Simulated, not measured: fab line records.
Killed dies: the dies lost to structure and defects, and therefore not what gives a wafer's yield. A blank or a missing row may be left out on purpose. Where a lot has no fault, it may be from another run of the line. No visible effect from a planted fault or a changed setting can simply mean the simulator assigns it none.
A struck lot beside a sound one -- flow nand_harc -- 14 out of 1302 route steps
Sound: wafers L485.1, L485.3, L485.6. Struck: wafers L492.4, L492.6 (left out: L492.3, a lot-mate that was not struck); the cause follows at the end.
For every step that has rows: the tool of each side, followed by ch and its chambers, followed by its first start. Under that, the readings that differ: sound wafers -- struck wafers -- difference of the means -- sigmas: that difference in standard deviations of wafers without a fault.
alike: readings with means less than 2 such deviations apart, plus words and numbers identical on both sides. not compared: withheld readings, readings lacking a value on some wafer, bounds such as >300 that could conceal the same value, and numbers that have no deviation in the record and whose values overlap.
The two part at a step that has a row with sigmas, a row that says differs or no value, or rows on one side only. When numbers do not overlap yet have no deviation, they are printed without sigmas and do not part them. A reading missing from all wafers of one side parts the sides only when that side holds two or more wafers.

NHARC_P_M0_CMP_23: polishes, t overpolish 20 s, target thk 117.54 nm.
  sound on cmp-01 ch 0,1,3, day 8 12:41; struck on cmp-02 ch 0, day 10 22:27
reading,sound,struck,difference,sigmas
motor_current_A (A),11.1 12.2 13.3,9.5 10.0,-2.4,-2
  alike: time_to_endpoint_s
NHARC_P_M0_THK_MEAS_24: measures by xrf.
  sound on film_metro-02, day 8 12:59; struck on film_metro-02, day 10 22:46
  alike: thk_nm
after that, 1 step had no rows for these wafers: NHARC_P_M0_SRD_25.
NHARC_P_M0_INSPECT_27:
  sound on defect_inspect-02, day 8 13:09; struck on defect_inspect-01, day 10 22:55
  alike: raw_defect_count
NHARC_P_M0_PRE_CLEAN_31: time 12 s.
  sound on pecvd-01 ch 0,1,2, day 8 13:13; struck on pecvd-01 ch 0,2, day 10 22:59
  alike: heater_power_w
NHARC_P_M0_DEP_32: deposits SiCN, target thk 30 nm.
  sound on pecvd-01 ch 0,1,2, day 8 13:17; struck on pecvd-01 ch 0,2, day 10 23:04
  alike: heater_power_w, showerhead_vpp_V
then, 5 steps without rows for these wafers: NHARC_P_M1_DEP_00 (deposits SiOC, target thk 182.5 nm); NHARC_P_M1_DEHYDRATE_01 (time 120 s); NHARC_P_M1_HMDS_02 (time 30 s); NHARC_P_M1_COAT_34 (time 65 s); NHARC_P_M1_COAT_03 (resist thk 90 nm).
NHARC_P_M1_SOFTBAKE_04: time 55 s.
  sound on litho_track-04 ch 0, day 8 14:00; struck on litho_track-06 ch 0, day 10 23:00
reading,sound,struck,difference,sigmas
heater_power_total_W (W),188.30 188.67 188.32,198.05 198.52,+9.86,+70
after that, 1 step had no rows for these wafers: NHARC_P_M1_EBR_05.
NHARC_END_SORT_01:
  the record has rows for the sound wafers here (prober-01 ch 0, day 27 05:22) and none for the struck ones

## WHERE THEY PART
Earliest at NHARC_P_M0_CMP_23; latest, in this record, at NHARC_END_SORT_01.

WHY: the cause the simulator had injected
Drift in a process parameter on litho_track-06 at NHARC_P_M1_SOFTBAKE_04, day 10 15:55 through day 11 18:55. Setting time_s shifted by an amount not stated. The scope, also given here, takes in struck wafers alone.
